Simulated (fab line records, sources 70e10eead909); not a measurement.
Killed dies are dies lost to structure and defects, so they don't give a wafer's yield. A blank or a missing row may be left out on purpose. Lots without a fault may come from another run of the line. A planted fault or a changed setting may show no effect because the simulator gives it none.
Chamber matching | flow nand_harc | NHARC_P_M1_DESCUM_14 on rie_diel-01: 4 sister chambers
The step chemistry O2, time 3 s. 27 wafers are shown with their chamber, then 12 later ones without.

WAFERS WITH THEIR CHAMBER
wafer  | chamber | showerhead_plenum_p_Torr (Torr) | drypump_motor_current_A (A) | oes_product_au (a.u.)
L078.2 | 2       | 1.79                            | 6.6                         | 0.999
L078.4 | 0       | 2.00                            | 6.0                         | 0.984
L078.5 | 3       | 1.86                            | 6.2                         | 1.002
L077.1 | 3       | 1.86                            | 6.2                         | 0.993
L077.5 | 2       | 1.79                            | 6.5                         | 0.994
L077.6 | 1       | 2.05                            | 5.4                         | 1.003
L079.2 | 0       | 2.00                            | 6.0                         | 0.975
L079.4 | 2       | 1.79                            | 6.6                         | 1.011
L079.5 | 0       | 2.00                            | 6.0                         | 0.977
L083.1 | 3       | 1.86                            | 6.2                         | 1.007
L083.2 | 1       | 2.04                            | 5.4                         | 1.016
L083.6 | 0       | 2.00                            | 6.0                         | 0.993
L084.2 | 3       | 1.86                            | 6.2                         | 0.989
L084.3 | 0       | 2.00                            | 6.0                         | 0.992
L084.4 | 2       | 1.79                            | 6.6                         | 0.996
L086.1 | 0       | 2.00                            | 6.0                         | 1.007
L086.2 | 2       | 1.79                            | 6.6                         | 0.999
L086.5 | 2       | 1.79                            | 6.6                         | 1.003
L085.1 | 0       | 2.00                            | 6.0                         | 1.001
L085.4 | 2       | 1.79                            | 6.6                         | 1.005
L085.5 | 3       | 1.86                            | 6.3                         | 0.989
L088.1 | 0       | 2.00                            | 6.0                         | 0.999
L088.3 | 2       | 1.79                            | 6.6                         | 1.001
L088.4 | 1       | 2.04                            | 5.4                         | 1.023
L090.1 | 2       | 1.79                            | 6.6                         | 1.001
L090.3 | 0       | 2.00                            | 6.0                         | 1.009
L090.4 | 1       | 2.04                            | 5.4                         | 1.027

SIGNATURES (means of the wafers above)
reading                  | chamber 0 | chamber 1 | chamber 2 | chamber 3 | scatter within a chamber
showerhead_plenum_p_Torr | 2.0000    | 2.0425    | 1.7900    | 1.8600    | 0.00181
drypump_motor_current_A  | 6.000     | 5.400     | 6.589     | 6.220     | 0.0271
oes_product_au           | 0.99300   | 1.01725   | 1.00100   | 0.99600   | 0.00935
Rule: a wafer's distance from a chamber is the root of the sum, over the readings, of the square of ((its reading less the chamber's mean) divided by the reading's scatter). The wafer belongs to the nearest chamber; if the next one is less than 2 further off, it can't be placed. The scatter: the root of (the sum of the squares of (reading less its chamber's mean) over the shown wafers, divided by (wafers less chambers)).

WAFERS WITHOUT THEIR CHAMBER
wafer  | showerhead_plenum_p_Torr (Torr) | drypump_motor_current_A (A) | oes_product_au (a.u.)
L091.1 | 2.04                            | 5.4                         | 1.016
L091.3 | 1.86                            | 6.2                         | 0.998
L091.5 | 1.86                            | 6.2                         | 1.001
L094.1 | 2.00                            | 6.0                         | 0.996
L094.4 | 1.79                            | 6.6                         | 0.990
L094.5 | 1.79                            | 6.6                         | 0.997
L095.1 | 2.04                            | 5.4                         | 1.014
L095.3 | 1.86                            | 6.2                         | 0.997
L095.4 | 1.79                            | 6.6                         | 0.995
L097.1 | 1.79                            | 6.6                         | 1.011
L097.5 | 2.00                            | 6.0                         | 1.006
L097.6 | 2.04                            | 5.4                         | 1.016

WHICH CHAMBER EACH WENT THROUGH
wafer  | from the rows above | in truth
L091.1 | 1                   | 1
L091.3 | 3                   | 3
L091.5 | 3                   | 3
L094.1 | 0                   | 0
L094.4 | 2                   | 2
L094.5 | 2                   | 2
L095.1 | 1                   | 1
L095.3 | 3                   | 3
L095.4 | 2                   | 2
L097.1 | 2                   | 2
L097.5 | 0                   | 0
L097.6 | 1                   | 1
Placed correctly: 12 of 12. Can't be placed from these rows: 0. Placed wrongly: 0.
